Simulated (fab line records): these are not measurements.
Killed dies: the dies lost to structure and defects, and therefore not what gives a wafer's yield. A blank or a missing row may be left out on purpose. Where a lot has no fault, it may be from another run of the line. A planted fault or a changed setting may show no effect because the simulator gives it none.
fab line records -- flow nand-harc
[record] lots = 13, wafers = 37, last-day = 32
route steps=1302 shown A_SLIT@924 A_WL_FILL@954
lots that met no fault: taken from a fault-free run of the same line
start-h: start of the lot's first displayed wafer, in hours after the record's first day -- wait-h: time in hours since the lot's previous step -- " identical to the entry in the row above -- L1.1+2: a row that stands for several wafers -- - either no value or no given start -- * or withheld: withheld -- < > ~ a bound
route shown NAME@n: names a module that has steps shown in the file, with the first one's number in the route -- usual: mean/standard deviation taken from wafers without a fault -- same: alike in all rows -- chamber/n: place in a boat -- sites: the reading at each site -- _std_site: standard deviation of those values -- _edge_site: mean of outer sites minus mean of inner sites -- radius-mm: how far each site lies from the wafer's centre -- mask NAME#n: copy n -- behind: the tool/chamber that last shaped the wafer -- hold: what put the lot on hold/how long, in hours/how the hold closed -- device: the n, p or np transistor that did not switch -- end of line: the tests these same wafers got at the end of their route -- where a step has no rows: the recipe by itself -- killed: the dies lost at the first sort to structure and to defects; this is not the yield of the wafer -- map: a wafer's dies, x killed, . not, _ none there
set.NAME: the setting the step ran with; set.NAME@STEP: the setting that earlier step ran with -- model.NAME: the simulator's own value behind a step, which no gauge read
a sample of lots followed through the steps of the route, with each step as a table and each wafer as a row
services: when a tool's chamber went out of use (start-h, in hours from the record's first day, below 0 if earlier), for how many hours, and the reason
[[steps]]
[step NHARC_A_SLIT_DEP_23]
[recipe] target-thk-a = 1000, target-thk-nm = 100, temp-c = 400, pressure-torr = 3.5, flow-sccm = 200, rf-w = 350, material = SiON
[usual] heater-power-w = 750/96
lot.wafer,tool,chamber,start-h,wait-h,heater-power-w
L390.2,pecvd-03,1,459.66,2.7,719
L390.5,pecvd-03,2,459.66,2.7,827
L390.6,pecvd-03,0,459.66,2.7,623
L389.2,pecvd-04,1,465.91,2.5,774
L389.3,pecvd-04,2,465.91,2.5,825
L389.4,pecvd-04,0,465.91,2.5,666
L391.3,pecvd-04,2,470.31,2.0,887
L391.2,pecvd-04,0,470.31,2.0,603
L391.6,pecvd-04,2,470.31,2.0,901
L392.3,pecvd-01,1,478.60,1.9,920
L392.2,pecvd-01,2,478.60,1.9,762
L392.4,pecvd-01,0,478.60,1.9,671
L399.3,pecvd-03,1,545.35,1.9,648
L399.1,pecvd-03,0,545.35,1.9,589
L399.4,pecvd-03,1,545.35,1.9,656
L398.1,pecvd-04,2,545.38,3.1,783
L398.3,pecvd-04,0,545.38,3.1,716
L398.4,pecvd-04,2,545.38,3.1,783
L400.5,pecvd-04,2,557.25,0.9,841
L400.6,pecvd-04,0,557.25,0.9,732
L401.1,pecvd-04,0,573.84,3.3,654
L401.6,pecvd-04,1,573.84,3.3,659
L404.4,pecvd-03,1,597.77,1.4,746
L404.5,pecvd-03,2,597.77,1.4,871
L404.6,pecvd-03,0,597.77,1.4,609
L405.3,pecvd-04,1,613.65,2.0,744
L405.4,pecvd-04,0,613.65,2.0,662
L405.5,pecvd-04,1,613.65,2.0,775
L408.2,pecvd-03,1,644.53,2.5,696
L408.3,pecvd-03,2,644.53,2.5,861
L408.6,pecvd-03,1,644.53,2.5,705
L411.3,pecvd-04,1,646.10,2.0,691
L411.6,pecvd-04,0,646.10,2.0,708
L411.5,pecvd-04,2,646.10,2.0,861
L409.3,pecvd-01,0,647.62,1.9,665
L409.1,pecvd-01,1,647.62,1.9,981
L409.4,pecvd-01,2,647.62,1.9,713
[step NHARC_A_WL_FILL_ALD_02]
[recipe] target-thk-a = 20, pulse-time-s = 3, ald-cycles = 100, temp-c = 450, material = TiN
[usual] ald-cycles = 100/0, heater-power-w = 1077/160, precursor-pulse-height-rel = 1.000/0.02
lot.wafer,tool,chamber,start-h,wait-h,ald-cycles,heater-power-w,precursor-pulse-height-rel
L390.2,ald-metal-03,1,473.92,0.2,100,1183,1.020
L390.5,ald-metal-03,1,473.92,0.2,100,1161,0.993
L390.6,ald-metal-03,2,473.92,0.2,100,1306,0.996
L389.2,ald-metal-01,1,480.35,0.2,100,829,1.008
L389.4,ald-metal-01,2,480.35,0.2,100,1014,0.980
L389.3,ald-metal-01,0,480.35,0.2,100,1146,0.972
L391.3,ald-metal-04,1,484.95,0.2,100,1047,0.998
L391.2,ald-metal-04,2,484.95,0.2,100,1139,0.996
L391.6,ald-metal-04,1,484.95,0.2,100,1051,1.007
L392.4,ald-metal-01,2,496.69,0.1,100,1013,1.026
L392.3,ald-metal-01,0,496.69,0.1,100,1117,0.995
L392.2,ald-metal-01,1,496.69,0.1,100,819,1.005
L398.1,ald-metal-04,2,559.74,0.2,82,1130,0.980
L398.3,ald-metal-04,3,559.74,0.2,100,1038,0.986
L398.4,ald-metal-04,1,559.74,0.2,100,1036,1.039
L399.1,ald-metal-01,3,559.91,0.2,100,996,0.993
L399.4,ald-metal-01,1,559.91,0.2,100,781,0.969
L399.3,ald-metal-01,2,559.91,0.2,100,961,1.029
L400.5,ald-metal-04,3,571.69,0.2,82,1043,0.962
L400.6,ald-metal-04,0,571.69,0.2,100,1374,0.962
L401.1,ald-metal-04,0,589.13,0.3,82,1335,1.014
L401.6,ald-metal-04,1,589.13,0.3,100,1050,1.012
L404.4,ald-metal-01,3,614.76,0.2,100,1003,0.959
L404.6,ald-metal-01,1,614.76,0.2,100,824,0.971
L404.5,ald-metal-01,2,614.76,0.2,100,972,1.006
L405.3,ald-metal-01,3,628.28,0.1,100,977,0.971
L405.4,ald-metal-01,0,628.28,0.1,100,1035,1.009
L405.5,ald-metal-01,0,628.28,0.1,100,1054,1.007
L408.3,ald-metal-03,3,658.73,0.1,100,922,1.009
L408.2,ald-metal-03,0,658.73,0.1,100,905,1.010
L408.6,ald-metal-03,0,658.73,0.1,100,914,1.007
L409.1,ald-metal-03,2,664.02,0.2,100,1308,1.023
L409.3,ald-metal-03,0,664.02,0.2,100,902,1.029
L409.4,ald-metal-03,1,664.02,0.2,100,1203,0.959
L411.3,ald-metal-04,2,664.44,0.2,100,1177,0.998
L411.6,ald-metal-04,0,664.44,0.2,100,1275,0.988
L411.5,ald-metal-04,1,664.44,0.2,100,1079,1.011
[step NHARC_A_WL_FILL_CVD_03]
[recipe] target-thk-a = 400, temp-c = 300, pressure-torr = 40, wf6-flow-sccm = 40, h2-flow-sccm = 1600, ar-flow-sccm = 1560, time-s = 279, material = W
[usual] heater-power-w = 505/28, mfc-h2-sccm = 1600/5.1, mfc-wf6-sccm = 40.00/0.12, throttle-valve-pct = 7.9/0.54
lot.wafer,tool,chamber,start-h,wait-h,heater-power-w,mfc-h2-sccm,mfc-wf6-sccm,throttle-valve-pct
L390.2,cvd-w-01,0,474.36,0.1,494,1593,40.06,7.4
L390.5,cvd-w-01,0,474.36,0.1,480,1599,40.09,7.1
L390.6,cvd-w-01,1,474.36,0.1,505,1606,40.00,8.5
L389.2,cvd-w-02,1,480.84,0.1,546,1601,40.22,7.5
L389.4,cvd-w-02,0,480.84,0.1,490,1601,40.14,8.1
L389.3,cvd-w-02,1,480.84,0.1,557,1607,40.07,7.5
L391.2,cvd-w-02,1,485.40,0.1,552,1607,39.99,7.7
L391.3,cvd-w-02,0,485.40,0.1,478,1599,40.05,8.0
L391.6,cvd-w-02,0,485.40,0.1,490,1602,39.95,8.2
L392.2,cvd-w-01,0,497.13,0.1,484,1595,40.13,7.5
L392.3,cvd-w-01,0,497.13,0.1,496,1595,40.20,7.2
L392.4,cvd-w-01,1,497.13,0.1,485,1597,40.06,8.3
L398.1,cvd-w-02,0,560.18,0.1,495,1608,40.00,8.3
L398.3,cvd-w-02,0,560.18,0.1,491,1598,40.19,8.5
L398.4,cvd-w-02,1,560.18,0.1,561,1607,40.00,8.1
L399.1,cvd-w-01,1,560.36,0.1,485,1596,39.74,8.5
L399.4,cvd-w-01,1,560.36,0.1,485,1598,40.07,8.5
L399.3,cvd-w-01,0,560.36,0.1,479,1604,40.04,7.5
L400.5,cvd-w-02,1,572.18,0.3,554,1606,39.71,7.7
L400.6,cvd-w-02,0,572.18,0.3,496,1600,39.92,8.4
L401.1,cvd-w-01,1,589.45,0.1,487,1599,39.95,8.4
L401.6,cvd-w-01,1,589.45,0.1,487,1595,39.81,8.2
L404.4,cvd-w-02,0,615.23,0.2,491,1598,39.97,8.8
L404.6,cvd-w-02,0,615.23,0.2,490,1595,40.07,8.6
L404.5,cvd-w-02,1,615.23,0.2,555,1603,39.77,7.9
L405.4,cvd-w-02,0,628.81,0.2,490,1580,39.87,8.7
L405.3,cvd-w-02,1,628.81,0.2,538,1599,40.06,7.6
L405.5,cvd-w-02,1,628.81,0.2,554,1593,40.12,7.5
L408.2,cvd-w-01,0,659.16,0.1,494,1598,40.03,7.1
L408.3,cvd-w-01,1,659.16,0.1,491,1595,39.85,8.6
L408.6,cvd-w-01,1,659.16,0.1,490,1595,39.85,8.5
L409.1,cvd-w-02,0,664.46,0.1,495,1609,40.06,8.7
L409.4,cvd-w-02,0,664.46,0.1,486,1601,39.85,8.4
L409.3,cvd-w-02,1,664.46,0.1,550,1603,39.85,7.5
L411.3,cvd-w-02,0,664.96,0.2,493,1598,40.25,8.5
L411.6,cvd-w-02,1,664.96,0.2,574,1608,39.90,7.7
L411.5,cvd-w-02,0,664.96,0.2,481,1595,40.07,8.3
[step NHARC_A_WL_FILL_ETCHBACK_26]
[recipe] target-depth-a = 520, time-s = 13.3, hbr-flow-sccm = 150, rf-w = 350, icp-w = 350, bias-w = 60, chemistry = HBr
[usual] drypump-motor-current-A = 5.8/0.44, he-backside-leak-sccm = 2.8/0.39, oes-product-au = 0.997/0.014, throttle-valve-pct = 23.266/0.0093
lot.wafer,tool,chamber,start-h,wait-h,drypump-motor-current-A,he-backside-leak-sccm,oes-product-au,rf-hours-counter-h,throttle-valve-pct
L390.2,rie-si-01,2,490.43,0.4,5.6,2.9,0.983,0.67,23.281
L390.5,rie-si-01,2,490.43,0.4,5.7,3.0,0.993,-,23.271
L390.6,rie-si-01,3,490.43,0.4,5.4,3.0,0.979,-,23.286
L389.2,rie-si-01,1,497.98,0.4,5.9,2.5,0.974,0.72,23.276
L389.3,rie-si-01,2,497.98,0.4,5.6,3.0,0.998,0.70,23.267
L389.4,rie-si-01,3,497.98,0.4,5.4,2.9,0.995,0.74,23.256
L391.2,rie-si-06,2,501.09,0.4,5.4,2.5,0.989,0.29,23.268
L391.3,rie-si-06,3,501.09,0.4,5.3,2.3,1.011,0.44,23.265
L391.6,rie-si-06,0,501.09,0.4,5.9,2.8,0.988,-,23.268
L392.3,rie-si-06,2,512.02,0.4,5.4,4.0,0.980,0.36,23.273
L392.2,rie-si-06,3,512.02,0.4,5.3,2.4,1.006,0.48,23.280
L392.4,rie-si-06,0,512.02,0.4,5.9,2.8,0.989,0.51,23.277
L399.1,rie-si-06,3,576.24,0.4,5.3,2.4,1.002,0.85,23.262
L399.3,rie-si-06,0,576.24,0.4,5.9,2.8,0.981,0.82,23.274
L399.4,rie-si-06,2,576.24,0.4,5.3,3.6,0.992,0.83,23.270
L398.4,rie-si-01,1,576.24,0.4,5.9,2.5,0.993,0.12,23.268
L398.3,rie-si-01,2,576.24,0.4,5.6,2.7,0.995,0.14,23.259
L398.1,rie-si-01,0,576.24,0.4,6.6,2.4,0.988,0.17,23.260
L400.5,rie-si-06,3,588.01,0.4,5.3,2.4,1.018,-,23.274
L400.6,rie-si-06,0,588.01,0.4,5.9,2.8,0.991,-,23.266
L401.1,rie-si-03,2,603.21,0.4,5.5,2.6,1.015,0.08,23.265
L401.6,rie-si-03,1,603.21,0.4,5.2,2.7,1.012,-,23.250
L404.6,rie-si-03,3,630.83,0.4,5.4,2.8,0.987,-,23.255
L404.4,rie-si-03,0,630.83,0.4,6.0,4.1,1.007,-,23.258
L404.5,rie-si-03,2,630.83,0.4,5.5,2.6,0.985,-,23.259
L405.4,rie-si-06,0,647.84,0.4,5.9,2.7,0.987,0.19,23.267
L405.3,rie-si-06,1,647.84,0.4,6.5,2.7,0.993,0.28,23.263
L405.5,rie-si-06,2,647.84,0.4,5.4,2.5,1.003,-,23.243
L408.3,rie-si-03,1,674.90,0.4,5.1,2.8,1.013,0.55,23.273
L408.2,rie-si-03,2,674.90,0.4,5.5,2.5,1.006,0.57,23.272
L408.6,rie-si-03,0,674.90,0.4,6.1,2.4,1.010,-,23.270
L409.4,rie-si-03,3,680.21,0.4,5.4,3.0,0.971,0.61,23.264
L409.1,rie-si-03,0,680.21,0.4,6.1,2.5,1.002,0.61,23.264
L409.3,rie-si-03,1,680.21,0.4,5.2,2.6,1.006,0.59,23.271
L411.3,rie-si-06,3,680.22,0.4,5.3,2.4,1.011,0.38,23.257
L411.5,rie-si-06,1,680.22,0.4,6.5,2.7,0.993,-,23.268
L411.6,rie-si-06,2,680.22,0.4,5.4,2.4,0.995,-,23.261
[[services]]
tool,chamber,start-h,hours,kind
ald-metal-04,-,436.27,0.7,repair
rie-si-06,2,443.90,11.3,repair
pecvd-04,-,450.12,13.0,pm
cvd-w-02,-,450.39,13.0,pm
cvd-w-02,1,472.81,1.3,repair
ald-metal-04,-,474.00,10.0,pm
pecvd-03,1,479.31,8.4,repair
rie-si-06,0,490.53,4.1,repair
pecvd-04,-,501.22,1.2,repair
pecvd-03,0,504.16,5.4,repair
ald-metal-01,-,526.00,10.0,pm
rie-si-03,3,536.86,4.5,repair
rie-si-03,3,543.38,1.4,repair
cvd-w-01,-,547.36,13.0,pm
pecvd-03,-,547.93,13.0,pm
rie-si-06,0,559.73,3.2,repair
rie-si-06,-,603.00,9.0,pm
cvd-w-01,0,610.91,5.7,repair
pecvd-03,-,625.09,0.6,repair
pecvd-04,-,631.20,13.0,pm
cvd-w-02,-,631.39,13.0,pm
rie-si-06,0,640.20,3.7,repair
cvd-w-02,-,650.62,0.6,repair
ald-metal-04,-,652.00,10.0,pm
[[key]]
[first-sign] step = NHARC_A_WL_FILL_ALD_02, reading = ald-cycles, direction = down, sigmas = 99+, usual = 100, struck = 82
effect none on later readings
met-at NHARC_A_WL_FILL_ALD_02
struck-lots L398,L400,L401
struck-wafers L398.1,L400.5,L401.1
tester-left-out L398,L400,L401
not-acting-at NHARC_A_SLIT_DEP_23,NHARC_A_WL_FILL_CVD_03,NHARC_A_WL_FILL_ETCHBACK_26
onset-between 484.95 559.74
[fault] kind = process-parameter-drift, tool = ald-metal-04, chamber = -, onset-h = 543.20, steps = NHARC_A_WL_FILL_ALD_02, channel = ald-cycles, offset = -18, shape = step, end-h = 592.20, scope = struck-wafers-only, acts-in = these-recipes-only, stated = 100
// tester-left-out: of these lots the tester's yield and bins aren't shown, on N5 and GAA mostly nor the transistor test; their killed dies are dies lost to structure and defects alone, not to doping, threshold or leakage, so they don't give the yield
